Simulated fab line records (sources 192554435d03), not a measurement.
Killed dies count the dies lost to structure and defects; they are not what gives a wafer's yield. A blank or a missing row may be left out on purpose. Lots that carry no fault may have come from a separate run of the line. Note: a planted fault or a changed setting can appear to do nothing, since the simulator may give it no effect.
What tool caused it? + flow n5 finfet + 8 lots, 24 wafers sampled, at 6 steps of a route of 1938

== WHAT THE GAUGES READ, wafer by wafer ==
N5_SD_EPI_N_OVL_MEAS_10. Usual: SD_N_BLK_OVL gives -0.3 nm (standard deviation 0.77).
| lot  | measured    | on         | SD_N_BLK_OVL (nm) | flag |
|------|-------------|------------|-------------------|------|
| L700 | day 3 05:55 | overlay-01 | 0.5 -0.4 -1.8     |      |
| L701 | day 3 16:47 | overlay-01 | -0.2 -0.7 -0.4    |      |
| L704 | day 4 11:49 | overlay-02 | -0.5 -0.3 -0.4    |      |
| L713 | day 6 13:36 | overlay-01 | 12.7 12.7 14.0    | OFF  |
| L714 | day 6 18:35 | overlay-02 | 15.1 14.9 15.5    | OFF  |
| L719 | day 8 00:23 | overlay-02 | 0.5 -0.4 0.0      |      |
| L720 | day 8 07:38 | overlay-02 | 0.1 0.3 0.3       |      |
| L722 | day 8 18:16 | overlay-01 | 1.3 -0.1 1.7      |      |

N5_BEOL_M4_RC_MEAS_101. Usual: DIBL_N 36.4 mV/V, standard deviation 1.5; DIBL_P 36.6 mV/V, standard deviation 1.9; IOFF_N 0.155 nA/um, standard deviation 0.021; IOFF_P 0.211 nA/um, standard deviation 0.028; ION_N 671 uA/um, standard deviation 8.6; ION_P 462 uA/um, standard deviation 5.8; SS_N 71.5 mV/dec, standard deviation 0.5; SS_P 73.4 mV/dec, standard deviation 0.58; VT_N 250.1 mV, standard deviation 2.4; VT_P -250.1 mV, standard deviation 3.
| lot  | measured     | on        | DIBL_N (mV/V)  | DIBL_P (mV/V)  | IOFF_N (nA/um)    | IOFF_P (nA/um)    | ION_N (uA/um) | ION_P (uA/um) | SS_N (mV/dec)  | SS_P (mV/dec)  | VT_N (mV)         | VT_P (mV)            | flag |
|------|--------------|-----------|----------------|----------------|-------------------|-------------------|---------------|---------------|----------------|----------------|-------------------|----------------------|------|
| L700 | day 8 08:29  | prober-01 | 35.7 36.7 35.8 | 35.7 36.6 35.5 | 0.152 0.157 0.149 | 0.207 0.215 0.198 | 677 676 664   | 464 468 460   | 71.3 71.8 71.7 | 73.3 73.8 74.5 | 249.9 249.4 251.1 | -250.3 -251.7 -249.5 |      |
| L701 | day 8 10:45  | prober-01 | 36.4 36.8 36.8 | 37.3 37.6 38.0 | 0.155 0.159 0.158 | 0.241 0.256 0.251 | 671 664 675   | 472 466 469   | 71.1 70.7 71.4 | 73.9 73.5 74.1 | 248.2 248.4 250.2 | -247.0 -247.3 -246.1 |      |
| L704 | day 8 22:37  | prober-01 | 34.9 34.0 33.9 | 34.8 33.9 33.5 | 0.137 0.129 0.126 | 0.224 0.204 0.202 | 657 661 660   | 464 463 466   | 70.6 70.9 71.0 | 72.8 72.6 72.7 | 254.1 256.0 249.6 | -246.3 -251.0 -251.1 |      |
| L713 | day 11 04:29 | prober-02 | 36.9 36.0 34.8 | 36.7 35.0 33.6 | 0.175 0.158 0.136 | 0.236 0.202 0.183 | 675 670 655   | 459 460 455   | 70.7 71.4 71.3 | 73.8 73.5 72.8 | 246.6 248.5 252.5 | -248.5 -249.7 -252.3 |      |
| L714 | day 11 13:08 | prober-02 | 36.7 37.1 37.5 | 36.3 36.5 38.4 | 0.153 0.157 0.169 | 0.211 0.212 0.252 | 667 678 690   | 461 467 474   | 71.8 71.4 71.5 | 73.5 73.0 74.4 | 250.2 248.7 245.7 | -251.3 -250.3 -248.6 |      |
| L719 | day 12 20:07 | prober-01 | 36.3 37.1 36.7 | 36.7 38.9 37.9 | 0.151 0.177 0.158 | 0.195 0.230 0.207 | 665 673 665   | 456 466 453   | 71.5 71.9 72.0 | 73.4 74.6 74.0 | 249.9 247.2 250.0 | -251.6 -249.3 -247.9 |      |
| L720 | day 13 15:49 | prober-01 | 39.8 39.0 38.5 | 41.7 41.0 39.3 | 0.233 0.208 0.171 | 0.282 0.272 0.232 | 702 686 672   | 480 467 463   | 72.2 72.0 71.9 | 74.6 74.7 73.8 | 243.9 247.7 251.6 | -246.3 -247.1 -249.3 |      |
| L722 | day 13 20:34 | prober-02 | 37.5 36.8 38.2 | 37.3 37.3 38.1 | 0.160 0.155 0.175 | 0.168 0.173 0.183 | 675 675 691   | 452 458 461   | 72.1 70.9 71.8 | 73.6 73.6 73.1 | 248.8 248.2 247.3 | -257.4 -256.5 -256.1 |      |

== WHICH TOOL RAN EACH LOT (tool, then ch and the chambers of the sampled wafers, then the start) ==
| lot  | N5_DUMMY_GATE_ETCH_29             | N5_SD_EPI_N_EXPOSE_06             | N5_SD_EPI_N_DESCUM_14             | N5_SD_EPI_N_SD_RECESS_17        |
|------|-----------------------------------|-----------------------------------|-----------------------------------|---------------------------------|
| L700 | rie diel-05 ch 1,3, day 3 03:37   | arfi scanner-03 ch 0, day 3 05:45 | rie diel-06 ch 0,1,2, day 3 05:58 | rie si-06 ch 0,1,2, day 3 06:39 |
| L701 | rie diel-02 ch 2,3, day 3 14:19   | arfi scanner-02 ch 0, day 3 16:38 | rie diel-04 ch 2,3, day 3 16:58   | rie si-02 ch 0,1,3, day 3 17:40 |
| L704 | rie diel-02 ch 1,2,3, day 4 09:26 | arfi scanner-03 ch 0, day 4 11:39 | rie diel-04 ch 0,1,3, day 4 11:52 | rie si-04 ch 0,1,3, day 4 12:33 |
| L713 | rie diel-05 ch 1,2,3, day 6 10:53 | arfi scanner-03 ch 0, day 6 13:26 | rie diel-01 ch 1,2,3, day 6 13:39 | rie si-06 ch 1,2,3, day 6 14:20 |
| L714 | rie diel-02 ch 0,2, day 6 16:35   | arfi scanner-03 ch 0, day 6 18:25 | rie diel-04 ch 1,3, day 6 19:23   | rie si-02 ch 1,2,3, day 6 20:04 |
| L719 | rie diel-02 ch 0,1,3, day 7 21:59 | arfi scanner-02 ch 0, day 8 00:14 | rie diel-01 ch 0,2, day 8 00:29   | rie si-02 ch 0,2, day 8 01:10   |
| L720 | rie diel-02 ch 2,3, day 8 05:10   | arfi scanner-02 ch 0, day 8 07:29 | rie diel-04 ch 0,2, day 8 07:55   | rie si-04 ch 0,1, day 8 08:36   |
| L722 | rie diel-05 ch 0,1,3, day 8 16:09 | arfi scanner-01 ch 0, day 8 18:08 | rie diel-01 ch 0,1, day 8 18:34   | rie si-06 ch 0,2,3, day 8 19:15 |
- N5_DUMMY_GATE_ETCH_29: etches underlayer in N2/H2, target depth 13 nm.
- N5_SD_EPI_N_EXPOSE_06: exposes mask SD N BLK, target cd 120 nm.
- N5_SD_EPI_N_DESCUM_14: chemistry O2, time 7.9 s.
- N5_SD_EPI_N_SD_RECESS_17: chemistry HBr/Cl2/O2, target depth 41 nm, time 23.7 s, bt time 3 s.

== WHAT THE TOOLS THEMSELVES READ (means of the sampled wafers that have a number; where no wafer has one, the mark that the record gives instead) ==
N5_DUMMY_GATE_ETCH_29. Usual: drypump motor current A 5.6 A, standard deviation 0.43; oes product au 0.79 a.u., standard deviation 0.08; rf vpp V 524.6 V, standard deviation 2.5; showerhead plenum p Torr 2.56 Torr, standard deviation 0.082; throttle valve pct 17.82 %, standard deviation 0.27.
| lot  | tool        | drypump motor current A (A) | oes product au (a.u.) | rf vpp V (V) | showerhead plenum p Torr (Torr) | throttle valve pct (%) | flag |
|------|-------------|-----------------------------|-----------------------|--------------|---------------------------------|------------------------|------|
| L700 | rie diel-05 | 5.3                         | 0.77                  | 523.0        | 2.51                            | 17.88                  |      |
| L701 | rie diel-02 | 5.4                         | 0.80                  | 525.5        | 2.59                            | 17.90                  |      |
| L704 | rie diel-02 | 5.5                         | 0.84                  | 525.5        | 2.60                            | 17.77                  |      |
| L713 | rie diel-05 | 5.6                         | 0.73                  | 522.8        | 2.50                            | 18.00                  |      |
| L714 | rie diel-02 | 5.4                         | 0.82                  | 525.7        | 2.60                            | 17.77                  |      |
| L719 | rie diel-02 | 5.7                         | 0.84                  | 526.3        | 2.64                            | 17.54                  |      |
| L720 | rie diel-02 | 5.6                         | 0.76                  | 525.8        | 2.60                            | 17.87                  |      |
| L722 | rie diel-05 | 5.6                         | 0.72                  | 523.1        | 2.52                            | 18.02                  |      |

N5_SD_EPI_N_EXPOSE_06. Usual: exposure dose mJ cm2 39.73, standard deviation 0.044.
| lot  | tool            | exposure dose mJ cm2 | flag |
|------|-----------------|----------------------|------|
| L700 | arfi scanner-03 | 39.77                |      |
| L701 | arfi scanner-02 | 39.70                |      |
| L704 | arfi scanner-03 | 39.77                |      |
| L713 | arfi scanner-03 | 39.69                |      |
| L714 | arfi scanner-03 | 39.77                |      |
| L719 | arfi scanner-02 | 39.70                |      |
| L720 | arfi scanner-02 | 39.67                |      |
| L722 | arfi scanner-01 | 39.80                |      |

N5_SD_EPI_N_DESCUM_14. Usual: bias power w 20.00 W, standard deviation 0.061; drypump motor current A 5.7 A, standard deviation 0.5; oes product au 0.77 a.u., standard deviation 0.087; rf vpp V 243.1 V, standard deviation 1.3; showerhead plenum p Torr 2.09 Torr, standard deviation 0.067; throttle valve pct 20.45 %, standard deviation 0.24.
| lot  | tool        | bias power w (W) | drypump motor current A (A) | oes product au (a.u.) | rf vpp V (V) | showerhead plenum p Torr (Torr) | throttle valve pct (%) | flag |
|------|-------------|------------------|-----------------------------|-----------------------|--------------|---------------------------------|------------------------|------|
| L700 | rie diel-06 | 19.96            | 5.4                         | 0.74                  | 243.4        | 2.11                            | 20.48                  |      |
| L701 | rie diel-04 | 19.98            | 5.9                         | 0.74                  | 241.6        | 1.99                            | 20.29                  |      |
| L704 | rie diel-04 | 20.04            | 5.6                         | 0.73                  | 242.2        | 2.05                            | 20.44                  |      |
| L713 | rie diel-01 | 20.05            | 5.4                         | 0.88                  | 242.6        | 2.10                            | 20.20                  |      |
| L714 | rie diel-04 | 20.02            | 5.6                         | 0.72                  | 242.0        | 2.04                            | 20.29                  |      |
| L719 | rie diel-01 | 19.99            | 5.5                         | 0.81                  | 243.5        | 2.10                            | 20.39                  |      |
| L720 | rie diel-04 | 19.96            | 6.2                         | 0.87                  | 244.3        | 2.18                            | 20.50                  |      |
| L722 | rie diel-01 | 20.06            | 5.1                         | 0.94                  | 242.4        | 2.11                            | 20.44                  |      |

N5_SD_EPI_N_SD_RECESS_17. Usual: O2_flow_sccm 12.00 sccm, standard deviation 0.031; drypump motor current A 5.8 A, standard deviation 0.46; oes product au 1.006 a.u., standard deviation 0.013; throttle valve pct 37.1 %, standard deviation 0.33.
| lot  | tool      | O2_flow_sccm (sccm) | drypump motor current A (A) | oes product au (a.u.) | throttle valve pct (%) | flag |
|------|-----------|---------------------|-----------------------------|-----------------------|------------------------|------|
| L700 | rie si-06 | 11.98               | 5.7                         | 0.999                 | 36.9                   |      |
| L701 | rie si-02 | 12.01               | 5.8                         | 1.004                 | 37.1                   |      |
| L704 | rie si-04 | 11.98               | 6.1                         | 0.999                 | 37.4                   |      |
| L713 | rie si-06 | 12.06               | 5.3                         | 1.004                 | 36.9                   |      |
| L714 | rie si-02 | 12.01               | 6.1                         | 1.016                 | 36.9                   |      |
| L719 | rie si-02 | 12.00               | 5.9                         | 1.011                 | 37.2                   |      |
| L720 | rie si-04 | 12.00               | 6.0                         | 1.003                 | 37.5                   |      |
| L722 | rie si-06 | 12.03               | 5.4                         | 1.004                 | 37.1                   |      |

== THE ANSWER, worked out from the rows above alone ==
Rule: take the mean of a lot's wafers that have a number; if it is more than 3 standard deviations from the usual mean, the lot is off. A lot without any number at a reading at which 4 lots or more have one is off too. The other lots that the step has rows for count as sound. Order of review: gauges by route order, followed by the tools' own readings, for which a lot's mean as printed above is used. The first step at which some lot is off is used, and at that step the reading that is off furthest; a lot without a number counts as furthest.
Off: L713, L714, at N5_SD_EPI_N_OVL_MEAS_10 (SD_N_BLK_OVL).
A tool fits if, at a process step before that reading, it ran every lot that is off, and no sound lot after the first of them. Gauges at N5_SD_EPI_N_OVL_MEAS_10: tried the same way as those tools. One candidate fits, namely arfi scanner-03 at N5_SD_EPI_N_EXPOSE_06. A fault onset in the window from L704 (day 4 11:39, its last sound lot) to L713 (day 6 13:26, its first lot off) fits.

== WHAT THE SIMULATOR PUT IN ==
Scanner matching overlay: arfi scanner-03, from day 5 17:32 on, at N5_SD_EPI_N_EXPOSE_06. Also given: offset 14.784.
Lots struck among those shown: L713, L714. The rule given above showed the same thing.
